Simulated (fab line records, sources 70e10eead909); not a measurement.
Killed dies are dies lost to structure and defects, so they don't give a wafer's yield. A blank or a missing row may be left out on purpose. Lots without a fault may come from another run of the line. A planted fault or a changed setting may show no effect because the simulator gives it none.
Which tool did it? | flow nand_harc | 24 lots, 72 wafers sampled, at 6 steps of a route of 1302

WHAT THE GAUGES READ, wafer by wafer
The record holds no reading of a measuring or inspecting step that can be judged against a usual standard deviation.

WHICH TOOL RAN EACH LOT (tool, then ch and the chambers of the sampled wafers, then the start)
lot  | NHARC_A_CHANNEL_FILL_D1_ALD_16   | NHARC_A_CHANNEL_HOLE_D2_ETCH_25  | NHARC_A_CHANNEL_HOLE_D2_ETCH_27  | NHARC_A_CHANNEL_FILL_D2_ETCHBACK_08           | NHARC_A_CHANNEL_FILL_D2_STRIP_29              | NHARC_A_CHANNEL_FILL_D2_RTA_24
L074 | ald_hk-03 ch 0,1,2, day 9 11:45  | har_etch-01 ch 0,1, day 14 10:16 | har_etch-01 ch 0,1, day 14 11:14 | rie_diel-10 ch 2,3, day 16 05:18 or earlier   | rie_diel-10 ch 1,2, day 16 05:18              | rtp_anneal-02 ch 0, day 16 11:28
L075 | ald_hk-02 ch 0,2, day 9 23:55    | har_etch-02 ch 0,1, day 14 07:14 | har_etch-02 ch 0,1, day 14 08:11 | rie_diel-10 ch 1,3, day 16 05:14 or earlier   | rie_diel-10 ch 2,3, day 16 05:14              | rtp_anneal-01 ch 0, day 16 11:29
L076 | ald_hk-03 ch 1,2,3, day 10 13:21 | har_etch-01 ch 0, day 14 18:25   | har_etch-01 ch 0, day 14 19:29   | rie_diel-10 ch 1,2,3, day 16 22:31 or earlier | rie_diel-10 ch 0,2, day 16 22:31 or earlier   | rtp_anneal-02 ch 0, day 16 22:31
L077 | ald_hk-01 ch 0,1, day 10 16:31   | har_etch-01 ch 0,1, day 14 22:34 | har_etch-01 ch 0,1, day 14 23:40 | rie_diel-10 ch 0,1,3, day 17 03:47 or earlier | rie_diel-10 ch 0,1, day 17 03:47 or earlier   | rtp_anneal-02 ch 0, day 17 03:47
L079 | ald_hk-02 ch 1,2,3, day 11 07:59 | har_etch-01 ch 0,1, day 15 07:03 | har_etch-01 ch 0,1, day 15 08:01 | rie_diel-10 ch 0,1,2, day 17 11:09 or earlier | rie_diel-10 ch 1,2, day 17 11:09 or earlier   | rtp_anneal-01 ch 0, day 17 11:09
L078 | ald_hk-03 ch 0,3, day 11 20:10   | har_etch-02 ch 1, day 15 21:36   | har_etch-02 ch 1, day 15 22:41   | rie_diel-06 ch 0,2,3, day 18 01:21 or earlier | rie_diel-06 ch 1,2,3, day 18 01:21 or earlier | rtp_anneal-02 ch 0, day 18 01:21
L080 | ald_hk-01 ch 2,3, day 12 02:15   | har_etch-01 ch 0,1, day 16 00:31 | har_etch-01 ch 0,1, day 16 01:35 | rie_diel-10 ch 1,2,3, day 18 05:24 or earlier | rie_diel-10 ch 0,2, day 18 05:24 or earlier   | rtp_anneal-01 ch 0, day 18 05:24
L082 | ald_hk-01 ch 0,1,2, day 12 14:33 | har_etch-02 ch 1, day 16 13:55   | har_etch-02 ch 1, day 16 14:52   | rie_diel-10 ch 0,1,2, day 18 16:55 or earlier | rie_diel-10 ch 1,3, day 18 16:55 or earlier   | rtp_anneal-01 ch 0, day 18 16:55
L081 | ald_hk-02 ch 0,1, day 12 14:34   | har_etch-01 ch 0,1, day 16 13:26 | har_etch-01 ch 0,1, day 16 14:31 | rie_diel-13 ch 0,1,3, day 18 20:37 or earlier | rie_diel-13 ch 0,3, day 18 20:37 or earlier   | rtp_anneal-02 ch 0, day 18 20:37
L083 | ald_hk-03 ch 0,3, day 13 11:12   | har_etch-01 ch 0,1, day 17 17:05 | har_etch-01 ch 0,1, day 17 18:04 | rie_diel-10 ch 1,2,3, day 19 20:41 or earlier | rie_diel-10 ch 0,1,3, day 19 20:41 or earlier | rtp_anneal-02 ch 0, day 19 20:41
L084 | ald_hk-02 ch 1,2,3, day 13 15:02 | har_etch-02 ch 0,1, day 17 18:05 | har_etch-02 ch 0,1, day 17 19:10 | rie_diel-10 ch 0,1,3, day 20 00:10 or earlier | rie_diel-10 ch 0,1,3, day 20 00:10 or earlier | rtp_anneal-01 ch 0, day 20 00:10
L085 | ald_hk-01 ch 1,2,3, day 14 01:26 | har_etch-02 ch 0,1, day 18 05:32 | har_etch-02 ch 0,1, day 18 06:30 | rie_diel-10 ch 1,2,3, day 20 12:33 or earlier | rie_diel-10 ch 0,2,3, day 20 12:33 or earlier | rtp_anneal-01 ch 0, day 20 12:33
L086 | ald_hk-03 ch 1,2,3, day 14 21:08 | har_etch-01 ch 0,1, day 18 22:08 | har_etch-01 ch 0,1, day 18 23:07 | rie_diel-06 ch 1,2, day 21 05:07 or earlier   | rie_diel-06 ch 1,2,3, day 21 05:07 or earlier | rtp_anneal-01 ch 0, day 21 05:07
L087 | ald_hk-02 ch 0,1,3, day 15 05:29 | har_etch-02 ch 0,1, day 19 01:11 | har_etch-02 ch 0,1, day 19 02:16 | rie_diel-10 ch 0,1,3, day 21 04:59 or earlier | rie_diel-10 ch 0,2,3, day 21 04:59 or earlier | rtp_anneal-02 ch 0, day 21 04:59
L090 | ald_hk-01 ch 0,1,2, day 15 15:22 | har_etch-01 ch 0,1, day 19 21:09 | har_etch-01 ch 0,1, day 19 22:14 | rie_diel-10 ch 2,3, day 21 23:38 or earlier   | rie_diel-10 ch 0,1,2, day 21 23:38 or earlier | rtp_anneal-01 ch 0, day 21 23:38
L088 | ald_hk-03 ch 2,3, day 15 15:26   | har_etch-01 ch 0,1, day 19 10:37 | har_etch-01 ch 0,1, day 19 11:28 | rie_diel-10 ch 0,1,2, day 21 13:13 or earlier | rie_diel-10 ch 0,3, day 21 13:13 or earlier   | rtp_anneal-01 ch 0, day 21 13:13
L089 | ald_hk-01 ch 0,1,3, day 15 15:27 | har_etch-02 ch 0,1, day 19 09:31 | har_etch-02 ch 0,1, day 19 10:35 | rie_diel-13 ch 0,1,3, day 21 16:20 or earlier | rie_diel-13 ch 0,1,2, day 21 16:20 or earlier | rtp_anneal-02 ch 0, day 21 16:20
L091 | ald_hk-01 ch 2,3, day 16 12:11   | har_etch-02 ch 0,1, day 20 11:40 | har_etch-02 ch 0,1, day 20 12:44 | rie_diel-06 ch 0,1, day 22 18:52 or earlier   | rie_diel-06 ch 2,3, day 22 18:52 or earlier   | rtp_anneal-01 ch 0, day 22 18:52
L092 | ald_hk-03 ch 0,1,3, day 17 01:48 | har_etch-02 ch 0,1, day 21 00:34 | har_etch-02 ch 0,1, day 21 01:40 | rie_diel-06 ch 0,1,2, day 23 04:11 or earlier | rie_diel-06 ch 0,2,3, day 23 04:11 or earlier | rtp_anneal-02 ch 0, day 23 04:11
L093 | ald_hk-01 ch 0,1,3, day 17 01:50 | har_etch-02 ch 0,1, day 20 20:23 | har_etch-02 ch 0,1, day 20 21:28 | rie_diel-06 ch 0,2, day 23 07:56 or earlier   | rie_diel-06 ch 1,2,3, day 23 07:56 or earlier | rtp_anneal-02 ch 0, day 23 07:56
L094 | ald_hk-02 ch 0,3, day 17 09:42   | har_etch-01 ch 0,1, day 21 10:37 | har_etch-01 ch 0,1, day 21 11:34 | rie_diel-10 ch 0,1,2, day 23 07:20 or earlier | rie_diel-10 ch 0,1, day 23 07:20              | rtp_anneal-01 ch 0, day 23 14:37
L095 | ald_hk-03 ch 0,2,3, day 18 15:17 | har_etch-01 ch 0,1, day 22 13:22 | har_etch-01 ch 0,1, day 22 14:26 | rie_diel-06 ch 1,2,3, day 24 17:08 or earlier | rie_diel-06 ch 0,2,3, day 24 17:08 or earlier | rtp_anneal-01 ch 0, day 24 17:08
L096 | ald_hk-02 ch 0,1,2, day 18 21:05 | har_etch-02 ch 0,1, day 23 04:33 | har_etch-02 ch 0,1, day 23 05:37 | rie_diel-10 ch 0,3, day 25 01:07 or earlier   | rie_diel-10 ch 0,3, day 25 01:07              | rtp_anneal-01 ch 0, day 25 07:11
L097 | ald_hk-01 ch 0,1,2, day 18 21:08 | har_etch-01 ch 0,1, day 23 04:16 | har_etch-01 ch 0,1, day 23 05:14 | rie_diel-06 ch 1,3, day 25 07:13 or earlier   | rie_diel-06 ch 1,2, day 25 07:13 or earlier   | rtp_anneal-02 ch 0, day 25 07:13
- NHARC_A_CHANNEL_FILL_D1_ALD_16: deposits SiO2, target thk 1.5 nm, pulse time 10 s, ald cycles 15.
- NHARC_A_CHANNEL_HOLE_D2_ETCH_25: etches the open film in C4F8/O2/Ar, time 1040.2 s, target depth 1500 nm.
- NHARC_A_CHANNEL_HOLE_D2_ETCH_27: etches the open film in C4F8/O2/Ar, time 90 s, target depth 400 nm.
- NHARC_A_CHANNEL_FILL_D2_ETCHBACK_08: etches the open film in C4F8, target depth 220 nm, time 110 s.
- NHARC_A_CHANNEL_FILL_D2_STRIP_29: strips in O2, time 20 s.
- NHARC_A_CHANNEL_FILL_D2_RTA_24: time 5 s.

WHAT THE TOOLS THEMSELVES READ (means of the sampled wafers that have a number; where no wafer has one, the mark that the record gives instead)
NHARC_A_CHANNEL_FILL_D1_ALD_16. Usual: heater_power_w 472 W, standard deviation 64; precursor_pulse_height_rel 0.999, standard deviation 0.021.
lot  | tool      | heater_power_w (W) | precursor_pulse_height_rel | flag
L074 | ald_hk-03 | 506                | 0.997                      |
L075 | ald_hk-02 | 439                | 0.994                      |
L076 | ald_hk-03 | 494                | 0.969                      |
L077 | ald_hk-01 | 453                | 1.004                      |
L079 | ald_hk-02 | 471                | 1.026                      |
L078 | ald_hk-03 | 442                | 0.983                      |
L080 | ald_hk-01 | 503                | 0.985                      |
L082 | ald_hk-01 | 437                | 0.996                      |
L081 | ald_hk-02 | 453                | 1.002                      |
L083 | ald_hk-03 | 446                | 1.005                      |
L084 | ald_hk-02 | 478                | 1.003                      |
L085 | ald_hk-01 | 456                | 1.000                      |
L086 | ald_hk-03 | 515                | 1.003                      |
L087 | ald_hk-02 | 500                | 1.000                      |
L090 | ald_hk-01 | 433                | 0.993                      |
L088 | ald_hk-03 | 547                | 0.983                      |
L089 | ald_hk-01 | 449                | 0.995                      |
L091 | ald_hk-01 | 492                | 1.000                      |
L092 | ald_hk-03 | 453                | 1.018                      |
L093 | ald_hk-01 | 442                | 1.007                      |
L094 | ald_hk-02 | 568                | 1.009                      |
L095 | ald_hk-03 | 509                | 0.998                      |
L096 | ald_hk-02 | 440                | 1.002                      |
L097 | ald_hk-01 | 433                | 1.022                      |

NHARC_A_CHANNEL_HOLE_D2_ETCH_25. Usual: drypump_motor_current_A 5.8 A, standard deviation 0.35; o2_flow_sccm 31.20 sccm, standard deviation 0.089; showerhead_plenum_p_Torr 3.70 Torr, standard deviation 0.1; throttle_valve_pct 32.235 %, standard deviation 0.0088.
lot  | tool        | drypump_motor_current_A (A) | o2_flow_sccm (sccm) | showerhead_plenum_p_Torr (Torr) | throttle_valve_pct (%) | flag
L074 | har_etch-01 | 5.9                         | 31.17               | 3.68                            | 32.229                 |
L075 | har_etch-02 | 5.6                         | 31.26               | 3.63                            | 32.243                 |
L076 | har_etch-01 | 5.7                         | 31.17               | 3.68                            | 32.234                 |
L077 | har_etch-01 | 6.1                         | 31.16               | 3.68                            | 32.234                 |
L079 | har_etch-01 | 5.9                         | 31.22               | 3.67                            | 32.239                 |
L078 | har_etch-02 | 5.4                         | 31.35               | 3.72                            | 32.231                 |
L080 | har_etch-01 | 6.2                         | 31.25               | 3.67                            | 32.233                 |
L082 | har_etch-02 | 5.4                         | 31.15               | 3.71                            | 32.231                 |
L081 | har_etch-01 | 5.9                         | 31.19               | 3.66                            | 32.240                 |
L083 | har_etch-01 | 6.1                         | 31.16               | 3.66                            | 32.233                 |
L084 | har_etch-02 | 5.5                         | 31.20               | 3.78                            | 32.233                 |
L085 | har_etch-02 | 5.6                         | 31.22               | 3.85                            | 32.243                 |
L086 | har_etch-01 | 6.1                         | 31.11               | 3.65                            | 32.229                 |
L087 | har_etch-02 | 5.6                         | 31.22               | 3.85                            | 32.232                 |
L090 | har_etch-01 | 6.2                         | 31.09               | 3.64                            | 32.237                 |
L088 | har_etch-01 | 5.9                         | 31.22               | 3.64                            | 32.234                 |
L089 | har_etch-02 | 5.6                         | 31.11               | 3.84                            | 32.238                 |
L091 | har_etch-02 | 5.6                         | 31.19               | 3.83                            | 32.231                 |
L092 | har_etch-02 | 5.6                         | 31.13               | 3.83                            | 32.232                 |
L093 | har_etch-02 | 5.5                         | 31.24               | 3.76                            | 32.237                 |
L094 | har_etch-01 | 6.1                         | 31.17               | 3.63                            | 32.234                 |
L095 | har_etch-01 | 5.9                         | 31.12               | 3.62                            | 32.234                 |
L096 | har_etch-02 | 5.5                         | 31.26               | 3.74                            | 32.233                 |
L097 | har_etch-01 | 5.9                         | 31.16               | 3.62                            | 32.231                 |

NHARC_A_CHANNEL_HOLE_D2_ETCH_27. Usual: drypump_motor_current_A 5.8 A, standard deviation 0.35; o2_flow_sccm 83.33 sccm, standard deviation 0.27; showerhead_plenum_p_Torr 3.74 Torr, standard deviation 0.1; throttle_valve_pct 27.620 %, standard deviation 0.009.
lot  | tool        | drypump_motor_current_A (A) | o2_flow_sccm (sccm) | showerhead_plenum_p_Torr (Torr) | throttle_valve_pct (%) | flag
L074 | har_etch-01 | 5.9                         | 83.27               | 3.73                            | 27.607                 |
L075 | har_etch-02 | 5.6                         | 83.25               | 3.67                            | 27.625                 |
L076 | har_etch-01 | 5.7                         | 83.49               | 3.72                            | 27.618                 |
L077 | har_etch-01 | 6.1                         | 83.23               | 3.72                            | 27.629                 |
L079 | har_etch-01 | 5.9                         | 83.33               | 3.72                            | 27.621                 |
L078 | har_etch-02 | 5.4                         | 83.12               | 3.76                            | 27.621                 |
L080 | har_etch-01 | 6.1                         | 83.42               | 3.71                            | 27.619                 |
L082 | har_etch-02 | 5.4                         | 83.41               | 3.76                            | 27.616                 |
L081 | har_etch-01 | 5.9                         | 83.20               | 3.71                            | 27.622                 |
L083 | har_etch-01 | 6.1                         | 83.29               | 3.70                            | 27.625                 |
L084 | har_etch-02 | 5.5                         | 83.52               | 3.83                            | 27.616                 |
L085 | har_etch-02 | 5.6                         | 83.46               | 3.90                            | 27.618                 |
L086 | har_etch-01 | 6.2                         | 83.04               | 3.69                            | 27.612                 |
L087 | har_etch-02 | 5.6                         | 83.56               | 3.89                            | 27.617                 |
L090 | har_etch-01 | 6.1                         | 83.22               | 3.69                            | 27.619                 |
L088 | har_etch-01 | 5.9                         | 83.05               | 3.69                            | 27.626                 |
L089 | har_etch-02 | 5.6                         | 83.41               | 3.89                            | 27.621                 |
L091 | har_etch-02 | 5.6                         | 83.51               | 3.88                            | 27.629                 |
L092 | har_etch-02 | 5.6                         | 83.40               | 3.88                            | 27.620                 |
L093 | har_etch-02 | 5.5                         | 83.07               | 3.80                            | 27.619                 |
L094 | har_etch-01 | 6.1                         | 83.12               | 3.67                            | 27.622                 |
L095 | har_etch-01 | 5.9                         | 82.94               | 3.66                            | 27.617                 |
L096 | har_etch-02 | 5.5                         | 83.55               | 3.78                            | 27.626                 |
L097 | har_etch-01 | 5.9                         | 83.38               | 3.66                            | 27.619                 |

NHARC_A_CHANNEL_FILL_D2_ETCHBACK_08. Usual: oes_product_au 0.95 a.u., standard deviation 0.036; rf_vpp_V 441 V, standard deviation 3.
lot  | tool        | oes_product_au (a.u.) | rf_vpp_V (V) | flag
L074 | rie_diel-10 | 1.00                  | 442          |
L075 | rie_diel-10 | 0.92                  | 442          |
L076 | rie_diel-10 | 0.92                  | 440          |
L077 | rie_diel-10 | 0.92                  | 440          |
L079 | rie_diel-10 | 0.98                  | 440          |
L078 | rie_diel-06 | 1.01                  | 442          |
L080 | rie_diel-10 | 0.99                  | 441          |
L082 | rie_diel-10 | 0.93                  | 440          |
L081 | rie_diel-13 | 0.92                  | 438          |
L083 | rie_diel-10 | 0.93                  | 441          |
L084 | rie_diel-10 | 1.00                  | 441          |
L085 | rie_diel-10 | 0.92                  | 441          |
L086 | rie_diel-06 | 0.93                  | 445          |
L087 | rie_diel-10 | 0.92                  | 441          |
L090 | rie_diel-10 | 1.00                  | 441          |
L088 | rie_diel-10 | 0.92                  | 439          |
L089 | rie_diel-13 | 0.92                  | 438          |
L091 | rie_diel-06 | 0.99                  | 442          |
L092 | rie_diel-06 | 0.99                  | 443          |
L093 | rie_diel-06 | 0.92                  | 441          |
L094 | rie_diel-10 | 0.91                  | 439          |
L095 | rie_diel-06 | 0.92                  | 443          |
L096 | rie_diel-10 | 0.92                  | 443          |
L097 | rie_diel-06 | 1.00                  | 441          |

NHARC_A_CHANNEL_FILL_D2_STRIP_29. Usual: drypump_motor_current_A 5.5 A, standard deviation 0.41; o2_flow_sccm 499.9 sccm, standard deviation 1.5; oes_product_au 0.997 a.u., standard deviation 0.0098; rf_vpp_V 57.8 V, standard deviation 0.92; showerhead_plenum_p_Torr 3.52 Torr, standard deviation 0.16; throttle_valve_pct 17.036 %, standard deviation 0.0089.
lot  | tool        | drypump_motor_current_A (A) | o2_flow_sccm (sccm) | oes_product_au (a.u.) | rf_vpp_V (V) | showerhead_plenum_p_Torr (Torr) | throttle_valve_pct (%) | flag
L074 | rie_diel-10 | 5.8                         | 498.2               | 1.004                 | 56.8         | 3.37                            | 17.037                 |
L075 | rie_diel-10 | 5.6                         | 499.9               | 0.998                 | 57.6         | 3.55                            | 17.042                 |
L076 | rie_diel-10 | 5.8                         | 501.1               | 0.990                 | 58.4         | 3.53                            | 17.035                 |
L077 | rie_diel-10 | 5.7                         | 499.7               | 0.997                 | 57.9         | 3.49                            | 17.038                 |
L079 | rie_diel-10 | 5.8                         | 500.1               | 0.999                 | 57.0         | 3.37                            | 17.036                 |
L078 | rie_diel-06 | 5.3                         | 499.1               | 0.999                 | 58.5         | 3.62                            | 17.038                 |
L080 | rie_diel-10 | 5.8                         | 500.6               | 0.994                 | 57.7         | 3.49                            | 17.026                 |
L082 | rie_diel-10 | 5.2                         | 500.4               | 1.013                 | 57.8         | 3.60                            | 17.035                 |
L081 | rie_diel-13 | 5.7                         | 499.3               | 0.999                 | 57.5         | 3.43                            | 17.036                 |
L083 | rie_diel-10 | 5.5                         | 499.6               | 0.998                 | 57.6         | 3.54                            | 17.031                 |
L084 | rie_diel-10 | 5.4                         | 498.9               | 0.997                 | 58.8         | 3.54                            | 17.033                 |
L085 | rie_diel-10 | 5.5                         | 499.5               | 0.994                 | 57.8         | 3.58                            | 17.044                 |
L086 | rie_diel-06 | 5.3                         | 500.6               | 0.992                 | 57.9         | 3.62                            | 17.031                 |
L087 | rie_diel-10 | 5.6                         | 502.6               | 1.002                 | 57.3         | 3.58                            | 17.038                 |
L090 | rie_diel-10 | 5.7                         | 500.6               | 1.000                 | 57.3         | 3.44                            | 17.038                 |
L088 | rie_diel-10 | 5.2                         | 502.2               | 0.991                 | 58.2         | 3.68                            | 17.026                 |
L089 | rie_diel-13 | 6.0                         | 500.2               | 0.997                 | 57.4         | 3.32                            | 17.030                 |
L091 | rie_diel-06 | 5.2                         | 498.3               | 0.995                 | 58.6         | 3.54                            | 17.036                 |
L092 | rie_diel-06 | 5.5                         | 499.0               | 0.991                 | 58.3         | 3.54                            | 17.033                 |
L093 | rie_diel-06 | 5.3                         | 500.5               | 0.989                 | 58.6         | 3.62                            | 17.033                 |
L094 | rie_diel-10 | 5.7                         | 500.1               | 0.989                 | 57.6         | 3.48                            | 17.026                 |
L095 | rie_diel-06 | 5.5                         | 499.4               | 1.003                 | 57.0         | 3.54                            | 17.031                 |
L096 | rie_diel-10 | 5.2                         | 500.4               | 0.986                 | 57.4         | 3.68                            | 17.037                 |
L097 | rie_diel-06 | 5.5                         | 500.7               | 1.008                 | 57.6         | 3.71                            | 17.046                 |

NHARC_A_CHANNEL_FILL_D2_RTA_24. Usual: lamp_power_pct 27.5 %, standard deviation 0.51; lamp_zone_3_pct 27.5 %, standard deviation 0.51; wafer_temp_C_max 1003.7, standard deviation 0.8.
lot  | tool          | lamp_power_pct (%) | lamp_zone_3_pct (%) | wafer_temp_C_max | flag
L074 | rtp_anneal-02 | 28.0               | 28.0                | 1004.0           |
L075 | rtp_anneal-01 | 27.0               | 27.0                | 1004.1           |
L076 | rtp_anneal-02 | 28.0               | 28.0                | 1003.7           |
L077 | rtp_anneal-02 | 28.0               | 28.0                | 1003.8           |
L079 | rtp_anneal-01 | 27.0               | 27.0                | 1004.2           |
L078 | rtp_anneal-02 | 28.0               | 28.0                | 1003.8           |
L080 | rtp_anneal-01 | 27.0               | 27.0                | 1003.3           |
L082 | rtp_anneal-01 | 27.0               | 27.0                | 1003.4           |
L081 | rtp_anneal-02 | 28.0               | 28.0                | 1003.5           |
L083 | rtp_anneal-02 | 28.0               | 28.0                | 1003.7           |
L084 | rtp_anneal-01 | 27.0               | 27.0                | 1003.5           |
L085 | rtp_anneal-01 | 27.0               | 27.0                | 1004.2           |
L086 | rtp_anneal-01 | 27.0               | 27.0                | 1002.9           |
L087 | rtp_anneal-02 | 28.0               | 28.1                | 1003.5           |
L090 | rtp_anneal-01 | 26.9               | 27.0                | 1004.3           |
L088 | rtp_anneal-01 | 27.0               | 27.0                | 1003.4           |
L089 | rtp_anneal-02 | 28.0               | 28.0                | 1002.4           |
L091 | rtp_anneal-01 | 27.0               | 27.0                | 1003.5           |
L092 | rtp_anneal-02 | 28.0               | 28.0                | 1003.5           |
L093 | rtp_anneal-02 | 28.0               | 28.0                | 1004.2           |
L094 | rtp_anneal-01 | 27.0               | 27.0                | 1003.2           |
L095 | rtp_anneal-01 | 27.0               | 27.0                | 1003.6           |
L096 | rtp_anneal-01 | 27.0               | 27.0                | 1003.1           |
L097 | rtp_anneal-02 | 28.0               | 28.0                | 1004.1           |

THE ANSWER, worked out from the rows above alone
Rule: a lot is off if the mean of its wafers that have a number lies more than 3 standard deviations from the usual mean. A lot without any number at a reading at which 4 lots or more have one is off too. The other lots that the step has rows for count as sound. The gauges are gone through in route order, then the tools' own readings, and for those a lot's mean is taken as printed above. The first step at which some lot is off is used, and at that step the reading that is off furthest; a lot without a number counts as furthest.
No lot is off at any reading shown: from this, nothing can be told.

WHAT THE SIMULATOR HAD PUT IN
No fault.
